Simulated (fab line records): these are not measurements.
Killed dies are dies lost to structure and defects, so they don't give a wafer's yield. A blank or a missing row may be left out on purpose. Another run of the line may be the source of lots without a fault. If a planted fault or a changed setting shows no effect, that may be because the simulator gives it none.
What tool caused it? :: flow n5-finfet :: 18 lots with 54 wafers sampled at 4 steps, on a route of 1938 steps

== WHAT THE GAUGES SHOWED, per wafer ==
N5_HKMG_FIN_CD_MEAS_12: the cd target is 92.8 nm. Usual: 92.7 nm for cd-nm, sd 0.53.
lot: L074
measured: day 4 06:08
on: cd-sem-01
cd-nm (nm): 92.9 92.1 93.2
flag: 

lot: L076
measured: day 4 13:58
on: cd-sem-02
cd-nm (nm): 93.3 93.4 93.4
flag: 

lot: L077
measured: day 5 00:54
on: cd-sem-02
cd-nm (nm): 93.7 92.8 93.2
flag: 

lot: L079
measured: day 5 12:13
on: cd-sem-03
cd-nm (nm): 92.1 91.9 92.1
flag: 

lot: L080
measured: day 5 17:22
on: cd-sem-02
cd-nm (nm): 93.0 92.3 92.8
flag: 

lot: L081
measured: day 6 00:52
on: cd-sem-02
cd-nm (nm): 93.2 92.7 93.7
flag: 

lot: L083
measured: day 6 11:31
on: cd-sem-01
cd-nm (nm): 92.4 92.1 92.5
flag: 

lot: L084
measured: day 6 14:48
on: cd-sem-02
cd-nm (nm): 92.7 91.9 92.1
flag: 

lot: L086
measured: day 7 09:50
on: cd-sem-01
cd-nm (nm): 93.5 93.0 92.7
flag: 

lot: L088
measured: day 7 15:10
on: cd-sem-02
cd-nm (nm): 92.1 92.3 92.4
flag: 

lot: L089
measured: day 8 08:24
on: cd-sem-01
cd-nm (nm): 92.6 93.3 93.3
flag: 

lot: L090
measured: day 8 09:07
on: cd-sem-02
cd-nm (nm): 92.5 92.2 92.3
flag: 

lot: L091
measured: day 8 10:52
on: cd-sem-01
cd-nm (nm): 92.3 92.3 92.7
flag: 

lot: L092
measured: day 8 15:31
on: cd-sem-01
cd-nm (nm): 91.5 91.8 91.7
flag: 

lot: L093
measured: day 8 21:10
on: cd-sem-01
cd-nm (nm): 92.4 92.9 92.6
flag: 

lot: L095
measured: day 9 08:13
on: cd-sem-02
cd-nm (nm): 91.7 92.3 92.4
flag: 

lot: L096
measured: day 9 16:46
on: cd-sem-03
cd-nm (nm): 92.0 92.2 92.2
flag: 

lot: L097
measured: day 9 20:32
on: cd-sem-03
cd-nm (nm): 93.9 92.7 92.6
flag: 

== TOOL THAT RAN EACH LOT (tool first, then ch and the chambers of the sampled wafers, then the start) ==
lot: L074
N5_HKMG_FIN_DESCUM_53: rie-diel-05 ch 1,3, day 4 02:42
N5_HKMG_FIN_ETCH_54: rie-diel-05 ch 1,3, day 4 02:44
N5_HKMG_FIN_PWFM_ALD_03: ald-metal-04 ch 2,3, day 4 05:25

lot: L076
N5_HKMG_FIN_DESCUM_53: rie-diel-01 ch 0,1,3, day 4 10:47
N5_HKMG_FIN_ETCH_54: rie-diel-01 ch 0,1,3, day 4 10:49
N5_HKMG_FIN_PWFM_ALD_03: ald-metal-04 ch 2,3, day 4 13:14

lot: L077
N5_HKMG_FIN_DESCUM_53: rie-diel-02 ch 0,2,3, day 4 21:37
N5_HKMG_FIN_ETCH_54: rie-diel-02 ch 0,2,3, day 4 21:39
N5_HKMG_FIN_PWFM_ALD_03: ald-metal-01 ch 0,1, day 5 00:04

lot: L079
N5_HKMG_FIN_DESCUM_53: rie-diel-01 ch 0,1,2, day 5 08:41
N5_HKMG_FIN_ETCH_54: rie-diel-01 ch 0,1,2, day 5 08:43
N5_HKMG_FIN_PWFM_ALD_03: ald-metal-01 ch 0,2,3, day 5 11:22

lot: L080
N5_HKMG_FIN_DESCUM_53: rie-diel-02 ch 0,2,3, day 5 14:13
N5_HKMG_FIN_ETCH_54: rie-diel-02 ch 0,2,3, day 5 14:15
N5_HKMG_FIN_PWFM_ALD_03: ald-metal-03 ch 0,1,3, day 5 16:40

lot: L081
N5_HKMG_FIN_DESCUM_53: rie-diel-02 ch 2,3, day 5 21:35
N5_HKMG_FIN_ETCH_54: rie-diel-02 ch 2,3, day 5 21:37
N5_HKMG_FIN_PWFM_ALD_03: ald-metal-01 ch 0,1,3, day 6 00:01

lot: L083
N5_HKMG_FIN_DESCUM_53: rie-diel-01 ch 0,2, day 6 08:04
N5_HKMG_FIN_ETCH_54: rie-diel-01 ch 0,2, day 6 08:06
N5_HKMG_FIN_PWFM_ALD_03: ald-metal-03 ch 2,3, day 6 10:48

lot: L084
N5_HKMG_FIN_DESCUM_53: rie-diel-05 ch 2,3, day 6 11:20
N5_HKMG_FIN_ETCH_54: rie-diel-05 ch 2,3, day 6 11:23
N5_HKMG_FIN_PWFM_ALD_03: ald-metal-01 ch 1,2, day 6 13:58

lot: L086
N5_HKMG_FIN_DESCUM_53: rie-diel-01 ch 0,1,3, day 7 06:20
N5_HKMG_FIN_ETCH_54: rie-diel-01 ch 0,1,3, day 7 06:23
N5_HKMG_FIN_PWFM_ALD_03: ald-metal-01 ch 1,2,3, day 7 08:59

lot: L088
N5_HKMG_FIN_DESCUM_53: rie-diel-01 ch 1,3, day 7 11:35
N5_HKMG_FIN_ETCH_54: rie-diel-01 ch 1,3, day 7 11:37
N5_HKMG_FIN_PWFM_ALD_03: ald-metal-01 ch 1,3, day 7 14:19

lot: L089
N5_HKMG_FIN_DESCUM_53: rie-diel-02 ch 0,2, day 8 05:07
N5_HKMG_FIN_ETCH_54: rie-diel-02 ch 0,2, day 8 05:09
N5_HKMG_FIN_PWFM_ALD_03: ald-metal-03 ch 1,3, day 8 07:34

lot: L090
N5_HKMG_FIN_DESCUM_53: rie-diel-01 ch 1,2,3, day 8 05:47
N5_HKMG_FIN_ETCH_54: rie-diel-01 ch 1,2,3, day 8 05:49
N5_HKMG_FIN_PWFM_ALD_03: ald-metal-03 ch 1,2,3, day 8 08:17

lot: L091
N5_HKMG_FIN_DESCUM_53: rie-diel-05 ch 0,2, day 8 07:36
N5_HKMG_FIN_ETCH_54: rie-diel-05 ch 0,2, day 8 07:38
N5_HKMG_FIN_PWFM_ALD_03: ald-metal-03 ch 0,2,3, day 8 10:08

lot: L092
N5_HKMG_FIN_DESCUM_53: rie-diel-02 ch 0,1,3, day 8 12:11
N5_HKMG_FIN_ETCH_54: rie-diel-02 ch 0,1,3, day 8 12:13
N5_HKMG_FIN_PWFM_ALD_03: ald-metal-04 ch 1,3, day 8 14:41

lot: L093
N5_HKMG_FIN_DESCUM_53: rie-diel-01 ch 1,2,3, day 8 17:50
N5_HKMG_FIN_ETCH_54: rie-diel-01 ch 1,2,3, day 8 17:52
N5_HKMG_FIN_PWFM_ALD_03: ald-metal-03 ch 0,1,3, day 8 20:20

lot: L095
N5_HKMG_FIN_DESCUM_53: rie-diel-05 ch 0,2,3, day 9 05:02
N5_HKMG_FIN_ETCH_54: rie-diel-05 ch 0,2,3, day 9 05:05
N5_HKMG_FIN_PWFM_ALD_03: ald-metal-01 ch 2,3, day 9 07:31

lot: L096
N5_HKMG_FIN_DESCUM_53: rie-diel-02 ch 0,1,2, day 9 13:20
N5_HKMG_FIN_ETCH_54: rie-diel-02 ch 0,1,2, day 9 13:22
N5_HKMG_FIN_PWFM_ALD_03: ald-metal-04 ch 0,1,2, day 9 15:56

lot: L097
N5_HKMG_FIN_DESCUM_53: rie-diel-01 ch 2,3, day 9 17:00
N5_HKMG_FIN_ETCH_54: rie-diel-01 ch 2,3, day 9 17:02
N5_HKMG_FIN_PWFM_ALD_03: ald-metal-01 ch 1,2,3, day 9 19:42
- N5_HKMG_FIN_DESCUM_53: chemistry O2, time 7.9 s.
- N5_HKMG_FIN_ETCH_54: etches SiARC in CF4, target depth 45.5 nm, time 75.8 s.
- N5_HKMG_FIN_PWFM_ALD_03: deposits TiN, target thk 2 nm, pulse time 1 s, purge time 3 s.

== WHAT THE TOOLS THEMSELVES READ (means of the sampled wafers that have a number; where no wafer has one, the mark that the record gives instead) ==
N5_HKMG_FIN_DESCUM_53. Usual: chamber-pressure-mTorr 20.001 mTorr, standard deviation 0.018; drypump-motor-current-A 5.7 A, standard deviation 0.52; oes-product-au 0.76 a.u., standard deviation 0.076; rf-vpp-V 242.7 V, standard deviation 0.96; showerhead-plenum-p-Torr 2.067 Torr, standard deviation 0.027; throttle-valve-pct 20.46 %, standard deviation 0.23.
lot: L074
tool: rie-diel-05
chamber-pressure-mTorr (mTorr): 19.991
drypump-motor-current-A (A): 5.8
oes-product-au (a.u.): 0.74
rf-vpp-V (V): 242.7
showerhead-plenum-p-Torr (Torr): 2.079
throttle-valve-pct (%): 20.68
flag: 

lot: L076
tool: rie-diel-01
chamber-pressure-mTorr (mTorr): 19.996
drypump-motor-current-A (A): 5.7
oes-product-au (a.u.): 0.80
rf-vpp-V (V): 243.0
showerhead-plenum-p-Torr (Torr): 2.072
throttle-valve-pct (%): 20.33
flag: 

lot: L077
tool: rie-diel-02
chamber-pressure-mTorr (mTorr): 20.004
drypump-motor-current-A (A): 5.9
oes-product-au (a.u.): 0.79
rf-vpp-V (V): 242.7
showerhead-plenum-p-Torr (Torr): 2.080
throttle-valve-pct (%): 20.48
flag: 

lot: L079
tool: rie-diel-01
chamber-pressure-mTorr (mTorr): 20.009
drypump-motor-current-A (A): 6.0
oes-product-au (a.u.): 0.77
rf-vpp-V (V): 242.9
showerhead-plenum-p-Torr (Torr): 2.063
throttle-valve-pct (%): 20.45
flag: 

lot: L080
tool: rie-diel-02
chamber-pressure-mTorr (mTorr): 20.000
drypump-motor-current-A (A): 5.8
oes-product-au (a.u.): 0.79
rf-vpp-V (V): 242.8
showerhead-plenum-p-Torr (Torr): 2.077
throttle-valve-pct (%): 20.49
flag: 

lot: L081
tool: rie-diel-02
chamber-pressure-mTorr (mTorr): 19.989
drypump-motor-current-A (A): 6.0
oes-product-au (a.u.): 0.77
rf-vpp-V (V): 243.8
showerhead-plenum-p-Torr (Torr): 2.103
throttle-valve-pct (%): 20.44
flag: 

lot: L083
tool: rie-diel-01
chamber-pressure-mTorr (mTorr): 19.995
drypump-motor-current-A (A): 6.0
oes-product-au (a.u.): 0.75
rf-vpp-V (V): 242.4
showerhead-plenum-p-Torr (Torr): 2.055
throttle-valve-pct (%): 20.55
flag: 

lot: L084
tool: rie-diel-05
chamber-pressure-mTorr (mTorr): 20.012
drypump-motor-current-A (A): 5.3
oes-product-au (a.u.): 0.73
rf-vpp-V (V): 243.5
showerhead-plenum-p-Torr (Torr): 2.027
throttle-valve-pct (%): 20.60
flag: 

lot: L086
tool: rie-diel-01
chamber-pressure-mTorr (mTorr): 20.013
drypump-motor-current-A (A): 5.7
oes-product-au (a.u.): 0.77
rf-vpp-V (V): 243.0
showerhead-plenum-p-Torr (Torr): 2.065
throttle-valve-pct (%): 20.36
flag: 

lot: L088
tool: rie-diel-01
chamber-pressure-mTorr (mTorr): 19.998
drypump-motor-current-A (A): 5.1
oes-product-au (a.u.): 0.71
rf-vpp-V (V): 243.5
showerhead-plenum-p-Torr (Torr): 2.073
throttle-valve-pct (%): 20.57
flag: 

lot: L089
tool: rie-diel-02
chamber-pressure-mTorr (mTorr): 19.990
drypump-motor-current-A (A): 5.8
oes-product-au (a.u.): 0.75
rf-vpp-V (V): 242.8
showerhead-plenum-p-Torr (Torr): 2.060
throttle-valve-pct (%): 20.69
flag: 

lot: L090
tool: rie-diel-01
chamber-pressure-mTorr (mTorr): 20.007
drypump-motor-current-A (A): 5.4
oes-product-au (a.u.): 0.80
rf-vpp-V (V): 242.9
showerhead-plenum-p-Torr (Torr): 2.064
throttle-valve-pct (%): 20.51
flag: 

lot: L091
tool: rie-diel-05
chamber-pressure-mTorr (mTorr): 20.011
drypump-motor-current-A (A): 5.2
oes-product-au (a.u.): 0.71
rf-vpp-V (V): 240.9
showerhead-plenum-p-Torr (Torr): 2.024
throttle-valve-pct (%): 20.48
flag: 

lot: L092
tool: rie-diel-02
chamber-pressure-mTorr (mTorr): 19.989
drypump-motor-current-A (A): 5.9
oes-product-au (a.u.): 0.76
rf-vpp-V (V): 242.1
showerhead-plenum-p-Torr (Torr): 2.075
throttle-valve-pct (%): 20.35
flag: 

lot: L093
tool: rie-diel-01
chamber-pressure-mTorr (mTorr): 20.014
drypump-motor-current-A (A): 5.4
oes-product-au (a.u.): 0.79
rf-vpp-V (V): 242.0
showerhead-plenum-p-Torr (Torr): 2.062
throttle-valve-pct (%): 20.52
flag: 

lot: L095
tool: rie-diel-05
chamber-pressure-mTorr (mTorr): 20.002
drypump-motor-current-A (A): 5.4
oes-product-au (a.u.): 0.70
rf-vpp-V (V): 242.1
showerhead-plenum-p-Torr (Torr): 2.045
throttle-valve-pct (%): 20.61
flag: 

lot: L096
tool: rie-diel-02
chamber-pressure-mTorr (mTorr): 19.988
drypump-motor-current-A (A): 5.9
oes-product-au (a.u.): 0.74
rf-vpp-V (V): 242.4
showerhead-plenum-p-Torr (Torr): 2.063
throttle-valve-pct (%): 20.52
flag: 

lot: L097
tool: rie-diel-01
chamber-pressure-mTorr (mTorr): 20.008
drypump-motor-current-A (A): 5.1
oes-product-au (a.u.): 0.79
rf-vpp-V (V): 242.7
showerhead-plenum-p-Torr (Torr): 2.061
throttle-valve-pct (%): 20.54
flag: 

N5_HKMG_FIN_ETCH_54. Usual: bias-w 36.00 W, standard deviation 0.097; chamber-pressure-mTorr 40.00 mTorr, standard deviation 0.034; drypump-motor-current-A 5.7 A, standard deviation 0.52; etch-rf-on-time-s 75.7 s, standard deviation 1.1; mfc-ar-sccm 100.0 sccm, standard deviation 0.35; oes-product-au 0.65 a.u., standard deviation 0.064; rf-vpp-V 183.7 V, standard deviation 0.83; showerhead-plenum-p-Torr 2.118 Torr, standard deviation 0.028; throttle-valve-pct 15.66 %, standard deviation 0.26.
lot: L074
tool: rie-diel-05
bias-w (W): 35.95
chamber-pressure-mTorr (mTorr): 39.98
drypump-motor-current-A (A): 5.8
etch-rf-on-time-s (s): 75.7
mfc-ar-sccm (sccm): 100.3
oes-product-au (a.u.): 0.62
rf-vpp-V (V): 184.0
showerhead-plenum-p-Torr (Torr): 2.130
throttle-valve-pct (%): 15.88
flag: 

lot: L076
tool: rie-diel-01
bias-w (W): 36.09
chamber-pressure-mTorr (mTorr): 39.97
drypump-motor-current-A (A): 5.7
etch-rf-on-time-s (s): 74.8
mfc-ar-sccm (sccm): 100.2
oes-product-au (a.u.): 0.69
rf-vpp-V (V): 183.6
showerhead-plenum-p-Torr (Torr): 2.124
throttle-valve-pct (%): 15.55
flag: 

lot: L077
tool: rie-diel-02
bias-w (W): 35.97
chamber-pressure-mTorr (mTorr): 39.97
drypump-motor-current-A (A): 5.9
etch-rf-on-time-s (s): 75.7
mfc-ar-sccm (sccm): 99.9
oes-product-au (a.u.): 0.68
rf-vpp-V (V): 183.6
showerhead-plenum-p-Torr (Torr): 2.131
throttle-valve-pct (%): 15.67
flag: 

lot: L079
tool: rie-diel-01
bias-w (W): 35.96
chamber-pressure-mTorr (mTorr): 40.01
drypump-motor-current-A (A): 6.0
etch-rf-on-time-s (s): 75.5
mfc-ar-sccm (sccm): 99.9
oes-product-au (a.u.): 0.66
rf-vpp-V (V): 183.6
showerhead-plenum-p-Torr (Torr): 2.114
throttle-valve-pct (%): 15.65
flag: 

lot: L080
tool: rie-diel-02
bias-w (W): 35.88
chamber-pressure-mTorr (mTorr): 40.00
drypump-motor-current-A (A): 5.9
etch-rf-on-time-s (s): 76.2
mfc-ar-sccm (sccm): 100.3
oes-product-au (a.u.): 0.67
rf-vpp-V (V): 183.7
showerhead-plenum-p-Torr (Torr): 2.128
throttle-valve-pct (%): 15.68
flag: 

lot: L081
tool: rie-diel-02
bias-w (W): 36.07
chamber-pressure-mTorr (mTorr): 40.00
drypump-motor-current-A (A): 6.1
etch-rf-on-time-s (s): 75.4
mfc-ar-sccm (sccm): 99.8
oes-product-au (a.u.): 0.67
rf-vpp-V (V): 185.0
showerhead-plenum-p-Torr (Torr): 2.156
throttle-valve-pct (%): 15.67
flag: 

lot: L083
tool: rie-diel-01
bias-w (W): 35.96
chamber-pressure-mTorr (mTorr): 40.00
drypump-motor-current-A (A): 6.0
etch-rf-on-time-s (s): 76.5
mfc-ar-sccm (sccm): 100.0
oes-product-au (a.u.): 0.64
rf-vpp-V (V): 183.4
showerhead-plenum-p-Torr (Torr): 2.110
throttle-valve-pct (%): 15.78
flag: 

lot: L084
tool: rie-diel-05
bias-w (W): 36.16
chamber-pressure-mTorr (mTorr): 39.99
drypump-motor-current-A (A): 5.3
etch-rf-on-time-s (s): 75.1
mfc-ar-sccm (sccm): 99.7
oes-product-au (a.u.): 0.62
rf-vpp-V (V): 183.7
showerhead-plenum-p-Torr (Torr): 2.079
throttle-valve-pct (%): 15.81
flag: 

lot: L086
tool: rie-diel-01
bias-w (W): 36.08
chamber-pressure-mTorr (mTorr): 39.99
drypump-motor-current-A (A): 5.7
etch-rf-on-time-s (s): 76.0
mfc-ar-sccm (sccm): 100.0
oes-product-au (a.u.): 0.66
rf-vpp-V (V): 183.3
showerhead-plenum-p-Torr (Torr): 2.116
throttle-valve-pct (%): 15.59
flag: 

lot: L088
tool: rie-diel-01
bias-w (W): 36.07
chamber-pressure-mTorr (mTorr): 39.97
drypump-motor-current-A (A): 5.1
etch-rf-on-time-s (s): 76.2
mfc-ar-sccm (sccm): 100.2
oes-product-au (a.u.): 0.62
rf-vpp-V (V): 184.1
showerhead-plenum-p-Torr (Torr): 2.127
throttle-valve-pct (%): 15.81
flag: 

lot: L089
tool: rie-diel-02
bias-w (W): 36.03
chamber-pressure-mTorr (mTorr): 39.99
drypump-motor-current-A (A): 5.8
etch-rf-on-time-s (s): 77.5
mfc-ar-sccm (sccm): 100.0
oes-product-au (a.u.): 0.64
rf-vpp-V (V): 183.2
showerhead-plenum-p-Torr (Torr): 2.117
throttle-valve-pct (%): 15.89
flag: 

lot: L090
tool: rie-diel-01
bias-w (W): 36.05
chamber-pressure-mTorr (mTorr): 40.00
drypump-motor-current-A (A): 5.4
etch-rf-on-time-s (s): 75.7
mfc-ar-sccm (sccm): 99.8
oes-product-au (a.u.): 0.68
rf-vpp-V (V): 184.0
showerhead-plenum-p-Torr (Torr): 2.118
throttle-valve-pct (%): 15.74
flag: 

lot: L091
tool: rie-diel-05
bias-w (W): 35.94
chamber-pressure-mTorr (mTorr): 40.02
drypump-motor-current-A (A): 5.1
etch-rf-on-time-s (s): 75.2
mfc-ar-sccm (sccm): 99.8
oes-product-au (a.u.): 0.61
rf-vpp-V (V): 183.7
showerhead-plenum-p-Torr (Torr): 2.070
throttle-valve-pct (%): 15.68
flag: 

lot: L092
tool: rie-diel-02
bias-w (W): 36.04
chamber-pressure-mTorr (mTorr): 39.99
drypump-motor-current-A (A): 5.9
etch-rf-on-time-s (s): 74.6
mfc-ar-sccm (sccm): 100.2
oes-product-au (a.u.): 0.65
rf-vpp-V (V): 183.1
showerhead-plenum-p-Torr (Torr): 2.121
throttle-valve-pct (%): 15.54
flag: 

lot: L093
tool: rie-diel-01
bias-w (W): 36.02
chamber-pressure-mTorr (mTorr): 39.99
drypump-motor-current-A (A): 5.4
etch-rf-on-time-s (s): 75.7
mfc-ar-sccm (sccm): 100.3
oes-product-au (a.u.): 0.67
rf-vpp-V (V): 183.5
showerhead-plenum-p-Torr (Torr): 2.117
throttle-valve-pct (%): 15.74
flag: 

lot: L095
tool: rie-diel-05
bias-w (W): 35.94
chamber-pressure-mTorr (mTorr): 40.01
drypump-motor-current-A (A): 5.3
etch-rf-on-time-s (s): 77.3
mfc-ar-sccm (sccm): 100.0
oes-product-au (a.u.): 0.59
rf-vpp-V (V): 183.3
showerhead-plenum-p-Torr (Torr): 2.092
throttle-valve-pct (%): 15.82
flag: 

lot: L096
tool: rie-diel-02
bias-w (W): 35.91
chamber-pressure-mTorr (mTorr): 40.01
drypump-motor-current-A (A): 5.9
etch-rf-on-time-s (s): 76.5
mfc-ar-sccm (sccm): 99.9
oes-product-au (a.u.): 0.63
rf-vpp-V (V): 183.8
showerhead-plenum-p-Torr (Torr): 2.113
throttle-valve-pct (%): 15.72
flag: 

lot: L097
tool: rie-diel-01
bias-w (W): 36.02
chamber-pressure-mTorr (mTorr): 40.04
drypump-motor-current-A (A): 5.1
etch-rf-on-time-s (s): 75.6
mfc-ar-sccm (sccm): 99.7
oes-product-au (a.u.): 0.68
rf-vpp-V (V): 183.7
showerhead-plenum-p-Torr (Torr): 2.120
throttle-valve-pct (%): 15.78
flag: 

N5_HKMG_FIN_PWFM_ALD_03. Usual: heater-power-w 904 W, standard deviation 100; precursor-pulse-height-rel 1.000, standard deviation 0.022.
lot: L074
tool: ald-metal-04
heater-power-w (W): 834
precursor-pulse-height-rel: 0.993
flag: 

lot: L076
tool: ald-metal-04
heater-power-w (W): 816
precursor-pulse-height-rel: 1.003
flag: 

lot: L077
tool: ald-metal-01
heater-power-w (W): 961
precursor-pulse-height-rel: 1.013
flag: 

lot: L079
tool: ald-metal-01
heater-power-w (W): 896
precursor-pulse-height-rel: 1.014
flag: 

lot: L080
tool: ald-metal-03
heater-power-w (W): 806
precursor-pulse-height-rel: 1.012
flag: 

lot: L081
tool: ald-metal-01
heater-power-w (W): 925
precursor-pulse-height-rel: 0.987
flag: 

lot: L083
tool: ald-metal-03
heater-power-w (W): 952
precursor-pulse-height-rel: 1.006
flag: 

lot: L084
tool: ald-metal-01
heater-power-w (W): 1000
precursor-pulse-height-rel: 0.995
flag: 

lot: L086
tool: ald-metal-01
heater-power-w (W): 929
precursor-pulse-height-rel: 1.005
flag: 

lot: L088
tool: ald-metal-01
heater-power-w (W): 949
precursor-pulse-height-rel: 0.996
flag: 

lot: L089
tool: ald-metal-03
heater-power-w (W): 771
precursor-pulse-height-rel: 0.985
flag: 

lot: L090
tool: ald-metal-03
heater-power-w (W): 869
precursor-pulse-height-rel: 0.970
flag: 

lot: L091
tool: ald-metal-03
heater-power-w (W): 883
precursor-pulse-height-rel: 1.009
flag: 

lot: L092
tool: ald-metal-04
heater-power-w (W): 913
precursor-pulse-height-rel: 0.979
flag: 

lot: L093
tool: ald-metal-03
heater-power-w (W): 811
precursor-pulse-height-rel: 1.019
flag: 

lot: L095
tool: ald-metal-01
heater-power-w (W): 890
precursor-pulse-height-rel: 1.008
flag: 

lot: L096
tool: ald-metal-04
heater-power-w (W): 911
precursor-pulse-height-rel: 0.965
flag: 

lot: L097
tool: ald-metal-01
heater-power-w (W): 933
precursor-pulse-height-rel: 0.996
flag: 

== THE ANSWER, worked out from the rows above alone ==
Rule: lot off if the mean of its wafers having a number is beyond 3 standard deviations from the usual mean. A lot without any number at a reading at which 4 lots or more have one is off too. Where the step has rows for the other lots, those lots are counted as sound. Order of review: gauges by route order, followed by the tools' own readings, for which a lot's mean as printed above is used. The first step at which some lot is off is used, and at that step the reading that is off furthest; a lot without a number counts as furthest.
None of the lots is off at any reading shown; this tells nothing.

== WHAT THE SIMULATOR PUT IN ==
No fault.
